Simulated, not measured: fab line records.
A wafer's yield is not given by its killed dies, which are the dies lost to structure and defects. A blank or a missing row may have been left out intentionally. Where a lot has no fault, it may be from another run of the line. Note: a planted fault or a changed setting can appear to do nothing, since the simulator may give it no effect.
Split-lot study | flow n5-finfet | 7 lots, 39 wafers read, on a route of 1938 steps

## THE SPLIT ITSELF
At N5_MOL_CONTACT_COAG_ETCHBACK_136 (etches SiO2 in CHF3, target depth 25 nm, time 16.7 s), the setting target-depth-a was moved away from the recipe's 250 angstrom on 9 of the 39 wafers read, by +5.2% to +14.0%. All remaining wafers had this setting at the recipe value.

## FROM SPLIT TO READING: 1 step shown by the file between the two
- N5_MOL_CONTACT_COAG_STRIP_120: strips in CHF3

## THE READING
MOL_CONTACT_COAG.feature-depth-nm (the simulator's own value, which no gauge read), in nm, at N5_MOL_CONTACT_COAG_VIA_ETCH_117 (etches SiO2 in C4F6/O2, target depth 40 nm, overetch 8 nm, time 26 s). No usual value for it is given in the file. Across the 30 wafers here that went through the recipe, the average is 40.1 nm and the standard deviation 0.47 nm.

wafer  | tool, chamber at the split | target-depth-a as run, angstrom | against the recipe | MOL_CONTACT_COAG.feature-depth-nm, nm | against lot-mates on the recipe
L074.1 | rie-diel-06, 2,0,1,3,0,3   | 250                             | recipe             | 39.8                                  | -
L074.2 | rie-diel-06, 2,0,1,3,0,3   | 250                             | recipe             | 40                                    | -
L074.3 | rie-diel-06, 2,0,1,3,0,3   | 250                             | recipe             | 39.4                                  | -
L074.4 | rie-diel-06, 2,0,1,3,0,3   | 250                             | recipe             | 39.8                                  | -
L074.5 | rie-diel-06, 2,0,1,3,0,3   | 250                             | recipe             | 39.8                                  | -
L074.6 | rie-diel-06, 2,0,1,3,0,3   | 250                             | recipe             | 39.6                                  | -
L078.1 | rie-diel-05, 2,2,0         | 263.1                           | +5.2%              | 38.8                                  | -1.9
L078.2 | rie-diel-05, 0,3,3         | 250                             | recipe             | 40.4                                  | -
L078.3 | rie-diel-05, 0,3,3         | 250                             | recipe             | 40.8                                  | -
L078.4 | rie-diel-05, 2,2,0         | 263.1                           | +5.2%              | 39                                    | -1.7
L078.5 | rie-diel-05, 0,3,3         | 250                             | recipe             | 40.8                                  | -
L078.6 | rie-diel-05, 2,2,0         | 263.1                           | +5.2%              | 38.8                                  | -1.9
L082.1 | rie-diel-05, 0,1,2,3,2,3   | 250                             | recipe             | 40                                    | -
L082.2 | rie-diel-05, 0,1,2,3,2,3   | 250                             | recipe             | 40                                    | -
L082.3 | rie-diel-05, 0,1,2,3,2,3   | 250                             | recipe             | 39.8                                  | -
L082.4 | rie-diel-05, 0,1,2,3,2,3   | 250                             | recipe             | 40.4                                  | -
L082.5 | rie-diel-05, 0,1,2,3,2,3   | 250                             | recipe             | 39.8                                  | -
L082.6 | rie-diel-05, 0,1,2,3,2,3   | 250                             | recipe             | 40.2                                  | -
L088.1 | rie-diel-04, 1,0,1         | 285.1                           | +14.0%             | 35.8                                  | -4.1
L088.2 | rie-diel-04, 1,0,1         | 285.1                           | +14.0%             | 37.6                                  | -2.3
L088.3 | rie-diel-04, 2,3,2         | 250                             | recipe             | 40.2                                  | -
L088.4 | rie-diel-04, 2,3,2         | 250                             | recipe             | 39.4                                  | -
L088.5 | rie-diel-04, 1,0,1         | 285.1                           | +14.0%             | 35.8                                  | -4.1
L088.6 | rie-diel-04, 2,3,2         | 250                             | recipe             | 40.2                                  | -
L092.1 | rie-diel-04, 0,3,1         | 250                             | recipe             | 41                                    | -
L092.2 | rie-diel-04, 0,3,1         | 250                             | recipe             | 39.6                                  | -
L092.3 | rie-diel-04, 0,3,1         | 250                             | recipe             | 39.8                                  | -
L093.1 | rie-diel-05, 1,3,2,0,1,2   | 250                             | recipe             | 40.6                                  | -
L093.2 | rie-diel-05, 1,3,2,0,1,2   | 250                             | recipe             | 40.2                                  | -
L093.3 | rie-diel-05, 1,3,2,0,1,2   | 250                             | recipe             | 40.2                                  | -
L093.4 | rie-diel-05, 1,3,2,0,1,2   | 250                             | recipe             | 40                                    | -
L093.5 | rie-diel-05, 1,3,2,0,1,2   | 250                             | recipe             | 40.6                                  | -
L093.6 | rie-diel-05, 1,3,2,0,1,2   | 250                             | recipe             | 40.4                                  | -
L095.1 | rie-diel-04, 2,1,0         | 250                             | recipe             | 40.8                                  | -
L095.2 | rie-diel-04, 2,1,0         | 250                             | recipe             | 39.6                                  | -
L095.3 | rie-diel-04, 0,3,1         | 279.6                           | +11.8%             | 38.4                                  | -2.1
L095.4 | rie-diel-04, 0,3,1         | 279.6                           | +11.8%             | 36.4                                  | -4.1
L095.5 | rie-diel-04, 2,1,0         | 250                             | recipe             | 41.2                                  | -
L095.6 | rie-diel-04, 0,3,1         | 279.6                           | +11.8%             | 36.4                                  | -4.1
The file does not say which wafer passed through which chamber wherever a row lists several chambers: such a row stands for several wafers.

FIT RESULTS
A straight line over all 39 wafers: MOL_CONTACT_COAG.feature-depth-nm changes by -0.263 nm for each +1% of target-depth-a; r = -0.92; the points scatter about the line by 0.56 nm.
The same after taking each lot's own level away (the mean of its wafers on the recipe; 39 wafers): -0.272 nm for each +1%; r = -0.93; scatter 0.51 nm.
That fit puts the effect of the largest move of target-depth-a on the reading at 3.8 nm.
Across the lots, their own levels run from 39.73 to 40.67 nm, a range of 2.0 times the standard deviation given above.
So the lot-to-lot level changes the slope little: the two slopes agree.
Check: for one of the wafers moved furthest among these (+14.0%), held out of the fit, the line's prediction against its lot-mates is -3.78 nm. It came out at -4.13 nm against them.

## THESE WAFERS: OTHER SPLITS
Other splits were also applied to these wafers ahead of the reading. Each is held against what the fit with the lots' levels taken away leaves over:
other split on the same wafers | wafers away from the commonest value | r with MOL_CONTACT_COAG.feature-depth-nm (lot level and that fit taken away)
N5_DUMMY_GATE_ETCH_32 time-s   | 18                                   | -0.11
N5_HKMG_FIN_ETCH_54 source-w   | 18                                   | +0.04
N5_HKMG_FIN_ETCH_32 source-w   | 15                                   | -0.13

## THE WHOLE CHAIN: every reading that the file lists as answering this split, in the file's order
step                             | what it does                                                         | reading                                                                            | change (the file's fit)               | r (the file's)
N5_MOL_CONTACT_COAG_VIA_ETCH_117 | etches SiO2 in C4F6/O2, target depth 40 nm, overetch 8 nm, time 26 s | etch.depth-nm (the simulator's own value, which no gauge read)                     | -0.274 nm for each +1% of the setting | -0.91
N5_MOL_CONTACT_COAG_VIA_ETCH_117 | etches SiO2 in C4F6/O2, target depth 40 nm, overetch 8 nm, time 26 s | MOL_CONTACT_COAG.feature-depth-nm (the simulator's own value, which no gauge read) | -0.274 nm for each +1% of the setting | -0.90

## FILE'S OWN FIT
MOL_CONTACT_COAG.feature-depth-nm changes by -0.274 nm for each +1% of target-depth-a, r = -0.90.
